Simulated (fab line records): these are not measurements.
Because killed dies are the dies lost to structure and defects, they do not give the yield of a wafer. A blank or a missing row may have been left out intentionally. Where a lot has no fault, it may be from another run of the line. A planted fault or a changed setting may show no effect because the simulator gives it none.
Which tool did it? + flow n5Finfet + Sampling: 10 lots, 28 wafers, 3 of 1938 route steps

WHAT EACH GAUGE READ, for each wafer
N5_BEOL_M11_CD_MEAS_28: the cd target is 70 nm.
| lot  | measured     | on       | cdNm (nm)      |
|------|--------------|----------|----------------|
| L616 | day 10 13:13 | cdSem-01 | 69.4 68.9      |
| L621 | day 11 22:57 | cdSem-03 | 63.9 63.6 62.1 |
| L622 | day 12 07:24 | cdSem-01 | 62.1 62.1 63.6 |
| L628 | day 13 14:05 | cdSem-01 | 70.1 69.2      |
| L629 | day 13 20:13 | cdSem-01 | 68.4 70.9 70.7 |
| L630 | day 14 16:10 | cdSem-03 | 71.0 69.1 70.9 |
| L631 | day 14 16:00 | cdSem-03 | 71.4 72.9 70.6 |
| L634 | day 15 18:36 | cdSem-02 | 70.5 70.3 69.1 |
| L635 | day 16 03:48 | cdSem-02 | 70.7 68.7 70.0 |
| L637 | day 16 15:05 | cdSem-02 | 70.5 69.7 69.9 |

TOOL THAT RAN EACH LOT (tool first, then ch and the chambers of the sampled wafers, then the start)
| lot  | N5_BEOL_M11_ETCH_61               | N5_BEOL_M11_EXPOSE_25             |
|------|-----------------------------------|-----------------------------------|
| L616 | rieDiel-01 ch 0,1, day 10 12:18   | arfiScanner-01 ch 0, day 10 13:05 |
| L621 | rieDiel-01 ch 0,1,2, day 11 21:50 | arfiScanner-01 ch 0, day 11 22:49 |
| L622 | rieDiel-05 ch 0,1,2, day 12 05:19 | arfiScanner-01 ch 0, day 12 07:16 |
| L628 | rieDiel-05 ch 0,2, day 13 12:43   | arfiScanner-02 ch 0, day 13 13:58 |
| L629 | rieDiel-02 ch 1,2,3, day 13 19:23 | arfiScanner-02 ch 0, day 13 20:05 |
| L630 | rieDiel-01 ch 1,2,3, day 14 14:22 | arfiScanner-02 ch 0, day 14 16:02 |
| L631 | rieDiel-02 ch 1,2,3, day 14 14:34 | arfiScanner-03 ch 0, day 14 15:52 |
| L634 | rieDiel-01 ch 1,2, day 15 17:46   | arfiScanner-03 ch 0, day 15 18:28 |
| L635 | rieDiel-02 ch 0,1,2, day 15 23:14 | arfiScanner-03 ch 0, day 16 03:40 |
| L637 | rieDiel-02 ch 0,2, day 16 10:49   | arfiScanner-02 ch 0, day 16 14:58 |
- N5_BEOL_M11_ETCH_61: etches SiARC in CF4, target depth 39 nm, time 65 s.
- N5_BEOL_M11_EXPOSE_25: exposes mask V10.

THE ANSWER, worked out from the rows above alone
Rule: what is usual is taken from the lots themselves. Put in order of their means at a reading, lots are off if they are a third of the lots or fewer, leave a main group of 4 or more, and stand apart from it by a gap of 3 or more times the standard deviation of the main group's means; of several such gaps the widest counts. A main group whose means are all the same, to the digits that the tables above print for the reading, isn't used. Also off: a lot with no number at a reading for which 4 or more lots have one. Where the step has rows for the other lots, those lots are counted as sound.
Off, at N5_BEOL_M11_CD_MEAS_28 on cdNm: L621, L622. Main group: mean 70.1 nm, sd 0.67.
A tool fits if, at a process step before that reading, it ran every lot that is off, and no sound lot after the first of them. The gauges at N5_BEOL_M11_CD_MEAS_28 are tried like those tools. One fits: arfiScanner-01 at N5_BEOL_M11_EXPOSE_25. Its last sound lot is L616 (day 10 13:05), its first lot that is off L621 (day 11 22:49): a fault that began between those two fits.

WHAT HAD BEEN PUT IN BY THE SIMULATOR
Process parameter drift: arfiScanner-01, from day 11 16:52 on, at N5_BEOL_M11_EXPOSE_25. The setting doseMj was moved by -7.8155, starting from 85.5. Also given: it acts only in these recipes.
Lots struck among those shown: L621, L622. This agrees with what the rule above found.
